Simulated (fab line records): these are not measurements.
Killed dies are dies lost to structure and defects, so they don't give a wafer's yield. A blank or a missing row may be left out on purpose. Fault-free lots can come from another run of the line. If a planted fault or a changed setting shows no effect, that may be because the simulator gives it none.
Lot-split experiment :: flow n5Finfet :: route with 1938 steps; 7 lots, 39 wafers read

THE SPLIT
At N5_DUMMY_GATE_ETCH_42 (etches SiO2 in CHF3/O2, target depth 3.5 nm, time 31 s), the setting biasW was moved away from the recipe's 12 W on 15 of the 39 wafers read, by -10.3% to +16.5%. All remaining wafers had this setting at the recipe value.

Reading taken at the split's own step.

THE READING
rfVppV, in V, at N5_DUMMY_GATE_ETCH_42 (etches SiO2 in CHF3/O2, target depth 3.5 nm, time 31 s). Typical for fault-free wafers on this fab line: 42.5 V, with standard deviation 1 V.

wafer: L076.1
tool, chamber at the split: rieDiel-05, 2
biasW as run, W: 13.95
against the recipe: +16.2%
rfVppV, V: 48.8
against lot-mates on the recipe: +6.8

wafer: L076.2
tool, chamber at the split: rieDiel-05, 0
biasW as run, W: 12
against the recipe: recipe
rfVppV, V: 40.7
against lot-mates on the recipe: -

wafer: L076.3
tool, chamber at the split: rieDiel-05, 3
biasW as run, W: 13.95
against the recipe: +16.2%
rfVppV, V: 47.7
against lot-mates on the recipe: +5.7

wafer: L076.4
tool, chamber at the split: rieDiel-05, 1
biasW as run, W: 12
against the recipe: recipe
rfVppV, V: 43.6
against lot-mates on the recipe: -

wafer: L076.5
tool, chamber at the split: rieDiel-05, 3
biasW as run, W: 13.95
against the recipe: +16.2%
rfVppV, V: 47.6
against lot-mates on the recipe: +5.6

wafer: L076.6
tool, chamber at the split: rieDiel-05, 0
biasW as run, W: 12
against the recipe: recipe
rfVppV, V: 41.8
against lot-mates on the recipe: -

wafer: L078.1
tool, chamber at the split: rieDiel-05, 2
biasW as run, W: 12
against the recipe: recipe
rfVppV, V: 41.1
against lot-mates on the recipe: -

wafer: L078.2
tool, chamber at the split: rieDiel-05, 3
biasW as run, W: 13.98
against the recipe: +16.5%
rfVppV, V: 48.0
against lot-mates on the recipe: +5.8

wafer: L078.3
tool, chamber at the split: rieDiel-05, 1
biasW as run, W: 13.98
against the recipe: +16.5%
rfVppV, V: 47.7
against lot-mates on the recipe: +5.5

wafer: L078.4
tool, chamber at the split: rieDiel-05, 1
biasW as run, W: 12
against the recipe: recipe
rfVppV, V: 43.1
against lot-mates on the recipe: -

wafer: L078.5
tool, chamber at the split: rieDiel-05, 2
biasW as run, W: 12
against the recipe: recipe
rfVppV, V: 42.3
against lot-mates on the recipe: -

wafer: L078.6
tool, chamber at the split: rieDiel-05, 3
biasW as run, W: 13.98
against the recipe: +16.5%
rfVppV, V: 46.7
against lot-mates on the recipe: +4.5

wafer: L079.1
tool, chamber at the split: rieDiel-06, 2
biasW as run, W: 13.62
against the recipe: +13.5%
rfVppV, V: 45.1
against lot-mates on the recipe: +1.4

wafer: L079.2
tool, chamber at the split: rieDiel-06, 3
biasW as run, W: 12
against the recipe: recipe
rfVppV, V: 43.3
against lot-mates on the recipe: -

wafer: L079.3
tool, chamber at the split: rieDiel-06, 0
biasW as run, W: 12
against the recipe: recipe
rfVppV, V: 43.7
against lot-mates on the recipe: -

wafer: L079.4
tool, chamber at the split: rieDiel-06, 3
biasW as run, W: 12
against the recipe: recipe
rfVppV, V: 44.1
against lot-mates on the recipe: -

wafer: L079.5
tool, chamber at the split: rieDiel-06, 2
biasW as run, W: 13.62
against the recipe: +13.5%
rfVppV, V: 46.7
against lot-mates on the recipe: +3.0

wafer: L079.6
tool, chamber at the split: rieDiel-06, 0
biasW as run, W: 13.62
against the recipe: +13.5%
rfVppV, V: 47.3
against lot-mates on the recipe: +3.6

wafer: L080.2
tool, chamber at the split: rieDiel-05, 0
biasW as run, W: 12
against the recipe: recipe
rfVppV, V: 41.6
against lot-mates on the recipe: -

wafer: L080.5
tool, chamber at the split: rieDiel-05, 3
biasW as run, W: 12
against the recipe: recipe
rfVppV, V: 43.1
against lot-mates on the recipe: -

wafer: L080.6
tool, chamber at the split: rieDiel-05, 0
biasW as run, W: 12
against the recipe: recipe
rfVppV, V: 40.6
against lot-mates on the recipe: -

wafer: L090.1
tool, chamber at the split: rieDiel-03, 2
biasW as run, W: 12
against the recipe: recipe
rfVppV, V: 43.3
against lot-mates on the recipe: -

wafer: L090.2
tool, chamber at the split: rieDiel-03, 3
biasW as run, W: 13.02
against the recipe: +8.5%
rfVppV, V: 42.5
against lot-mates on the recipe: -0.1

wafer: L090.3
tool, chamber at the split: rieDiel-03, 1
biasW as run, W: 12
against the recipe: recipe
rfVppV, V: 40.8
against lot-mates on the recipe: -

wafer: L090.4
tool, chamber at the split: rieDiel-03, 0
biasW as run, W: 12
against the recipe: recipe
rfVppV, V: 43.6
against lot-mates on the recipe: -

wafer: L090.5
tool, chamber at the split: rieDiel-03, 1
biasW as run, W: 13.02
against the recipe: +8.5%
rfVppV, V: 44.8
against lot-mates on the recipe: +2.2

wafer: L090.6
tool, chamber at the split: rieDiel-03, 2
biasW as run, W: 13.02
against the recipe: +8.5%
rfVppV, V: 45.6
against lot-mates on the recipe: +3.0

wafer: L094.1
tool, chamber at the split: rieDiel-03, 2
biasW as run, W: 12
against the recipe: recipe
rfVppV, V: 42.8
against lot-mates on the recipe: -

wafer: L094.2
tool, chamber at the split: rieDiel-03, 1
biasW as run, W: 12
against the recipe: recipe
rfVppV, V: 41.6
against lot-mates on the recipe: -

wafer: L094.3
tool, chamber at the split: rieDiel-03, 3
biasW as run, W: 12
against the recipe: recipe
rfVppV, V: 42.0
against lot-mates on the recipe: -

wafer: L094.4
tool, chamber at the split: rieDiel-03, 0
biasW as run, W: 12
against the recipe: recipe
rfVppV, V: 42.7
against lot-mates on the recipe: -

wafer: L094.5
tool, chamber at the split: rieDiel-03, 1
biasW as run, W: 12
against the recipe: recipe
rfVppV, V: 40.6
against lot-mates on the recipe: -

wafer: L094.6
tool, chamber at the split: rieDiel-03, 2
biasW as run, W: 12
against the recipe: recipe
rfVppV, V: 42.5
against lot-mates on the recipe: -

wafer: L097.1
tool, chamber at the split: rieDiel-03, 0
biasW as run, W: 12
against the recipe: recipe
rfVppV, V: 44.8
against lot-mates on the recipe: -

wafer: L097.2
tool, chamber at the split: rieDiel-03, 2
biasW as run, W: 12
against the recipe: recipe
rfVppV, V: 43.1
against lot-mates on the recipe: -

wafer: L097.3
tool, chamber at the split: rieDiel-03, 1
biasW as run, W: 10.77
against the recipe: -10.3%
rfVppV, V: 37.3
against lot-mates on the recipe: -6.3

wafer: L097.4
tool, chamber at the split: rieDiel-03, 3
biasW as run, W: 10.77
against the recipe: -10.3%
rfVppV, V: 38.0
against lot-mates on the recipe: -5.6

wafer: L097.5
tool, chamber at the split: rieDiel-03, 1
biasW as run, W: 10.77
against the recipe: -10.3%
rfVppV, V: 38.2
against lot-mates on the recipe: -5.4

wafer: L097.6
tool, chamber at the split: rieDiel-03, 2
biasW as run, W: 12
against the recipe: recipe
rfVppV, V: 42.9
against lot-mates on the recipe: -

THE FIT
A straight line over all 39 wafers: rfVppV changes by +0.334 V for each +1% of biasW; r = +0.91; the points scatter about the line by 1.2 V.
The same after taking each lot's own level away (the mean of its wafers on the recipe; 39 wafers): +0.351 V for each +1%; r = +0.91; scatter 1.2 V.
Per that fit: largest biasW move, reading shift of 5.8 V.
The lots' own levels span 41.77 to 43.70 V, that is 1.9 times the standard deviation above.
Hence the lot-to-lot level has little effect on the slope; both slopes agree.
Check: with one of the wafers moved furthest among these (+16.5%) left out of the fit, the line predicts +5.3 V for it against its lot-mates. It came out at +5.83 V against them.
Tool readings at the split's step, against how far the setting was moved: rfVppV r = +0.91.

THE OTHER SPLITS THESE WAFERS WENT THROUGH
Other splits were also applied to these wafers ahead of the reading. Each is held against what the fit with the lots' levels taken away leaves over:
other split on the same wafers: N5_FIN_SAQP_HM_DEP_03 timeS
wafers away from the commonest value: 9
r with rfVppV (lot level and that fit taken away): -0.36

other split on the same wafers: N5_FIN_SAQP_MANDREL_ETCH_58 biasW
wafers away from the commonest value: 9
r with rfVppV (lot level and that fit taken away): +0.11

other split on the same wafers: N5_DUMMY_GATE_EXPOSE_12 doseMj
wafers away from the commonest value: 15
r with rfVppV (lot level and that fit taken away): +0.18

FILE'S OWN FIT
rfVppV changes by +0.33 V for each +1% of biasW, r = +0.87.
